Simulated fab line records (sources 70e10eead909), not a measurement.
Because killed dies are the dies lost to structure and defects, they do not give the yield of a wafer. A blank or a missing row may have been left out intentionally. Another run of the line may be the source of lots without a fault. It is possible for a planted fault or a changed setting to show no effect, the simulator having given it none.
A lot that was struck, set against a sound lot || flow nand-harc || 28 steps out of a route of 1302
Sound: wafers L711.2, L711.4, L711.6. Struck: wafer L708.5. Last of all comes the cause.
Order at every step that has rows: each side's tool, ch and its chambers, its first start. Under that, the readings that differ: sound wafers || struck wafers || difference of the means || sigmas: that difference in standard deviations of wafers without a fault.
alike: readings whose means differ by less than 2 such deviations, and words and numbers that are the same on both sides. not compared: withheld readings, readings that some wafer has no value for, bounds like >300 that may hide the same value, and numbers for which the record gives no deviation and whose values overlap.
Wherever a step has rows on one side only, a row that says differs or no value, or a row with sigmas, the two part there. Numbers that have no deviation but don't overlap get no sigmas and don't part them. A reading that every wafer of one side lacks parts them only if that side has two wafers or more.

first, 1 step without rows for these wafers: NHARC_A_M0_STRIP_19 (strips in post etch residue remover, time 600 s).
NHARC_A_M0_DEGAS_28: time 60 s.
  sound on pvd-sputter-02 at day 29 06:26; struck on pvd-sputter-02 at day 27 07:48
  alike: heater-power-w
then, 2 steps without rows for these wafers: NHARC_A_M0_PRE_CLEAN_29 (time 30 s); NHARC_A_M0_PVD_20 (deposits TaN, target thk 5 nm, time 8.06 s).
NHARC_A_M0_PVD_21: deposits Cu, target thk 30 nm, time 20.49 s.
  sound on pvd-sputter-02; struck on pvd-sputter-02
  alike: throttle-valve-pct
then, 2 steps without rows for these wafers: NHARC_A_M0_ECD_22 (material Cu, target thk 400 nm); NHARC_A_M0_ANNEAL_30 (time 90 s).
NHARC_A_M0_CMP_23: polishes, t overpolish 20 s, target thk 113.75 nm.
  sound on cmp-03 ch 0,2, day 29 07:32; struck on cmp-02 ch 3, day 27 08:59
  alike: motor-current-A, slurry-flow-ml-min, time-to-endpoint-s
NHARC_A_M0_THK_MEAS_24: measures by xrf.
  sound on film-metro-01 at day 29 07:50; struck on film-metro-02 at day 27 09:10
  alike: thk-nm
then, 1 step without rows for these wafers: NHARC_A_M0_SRD_25.
NHARC_A_M0_INSPECT_27:
  sound on defect-inspect-02 at day 29 07:59; struck on defect-inspect-01 at day 27 09:20
  alike: raw-defect-count
NHARC_A_M0_PRE_CLEAN_31: time 12 s.
  sound on pecvd-04 ch 0,2, day 29 08:31; struck on pecvd-01 ch 2, day 27 09:29
  alike: heater-power-w
NHARC_A_M0_DEP_32: deposits SiCN, target thk 30 nm.
  sound on pecvd-04 ch 0,2, day 29 08:40; struck on pecvd-01 ch 2, day 27 09:43
  alike: heater-power-w
then, 10 steps without rows for these wafers: NHARC_A_M1_DEP_00 (deposits SiOC, target thk 182.5 nm); NHARC_A_M1_DEHYDRATE_01 (time 120 s); NHARC_A_M1_HMDS_02 (time 30 s); NHARC_A_M1_COAT_34 (time 65 s); NHARC_A_M1_COAT_03 (resist thk 90 nm); NHARC_A_M1_SOFTBAKE_04 (time 55 s); NHARC_A_M1_EBR_05; NHARC_A_M1_EXPOSE_06 (exposes mask A M1, target cd 120 nm); NHARC_A_M1_PEB_07 (peb time 65 s); NHARC_A_M1_DEVELOP_08 (develop time 35 s).
NHARC_A_M1_CD_MEAS_09 targets a cd of 120 nm.
  sound on cd-sem-03 ch 0, day 29 09:48; struck on cd-sem-03 ch 0, day 27 10:45
  alike: cd-nm
NHARC_A_M1_OVL_MEAS_10: pitch 240 nm.
  sound on overlay-01 at day 29 09:53; struck on overlay-02 at day 27 10:50
  alike: overlay-x-nm, overlay-y-nm
NHARC_A_M1_INSPECT_11:
  sound on defect-inspect-01 at day 29 09:56; struck on defect-inspect-02 at day 27 11:02
{"reading": "raw-defect-count", "sound": "53 49 52", "struck": 771, "difference": "+720", "sigmas": "+22"}
  not compared: hold
NHARC_A_M1_DESCUM_14: chemistry O2, time 3 s.
  sound on rie-diel-01 ch 0,1,2, day 29 10:01; struck on rie-diel-06 ch 0, day 27 14:25
{"reading": "hold", "sound": "- - -", "struck": "await-dispo/3.1h/release", "difference": "no value on the sound wafers", "sigmas": ""}
  alike: drypump-motor-current-A, o2-flow-sccm, oes-product-au, rf-vpp-V, showerhead-plenum-p-Torr, throttle-valve-pct
  not compared: rf-hours-counter-h
-- jump in the record: it breaks off in module A_M1 and resumes in module END (first step shown: number 1302 of the route), and 4 days separate the struck wafers' starts before and after --
NHARC_END_SORT_01:
  only the struck wafers appear in the record here, on prober-02 ch 0 at day 31 20:06; the sound ones have no rows

WHERE THEY PART
Earliest at NHARC_A_M1_INSPECT_11; latest, in this record, at NHARC_END_SORT_01.

WHY: the cause the simulator had injected
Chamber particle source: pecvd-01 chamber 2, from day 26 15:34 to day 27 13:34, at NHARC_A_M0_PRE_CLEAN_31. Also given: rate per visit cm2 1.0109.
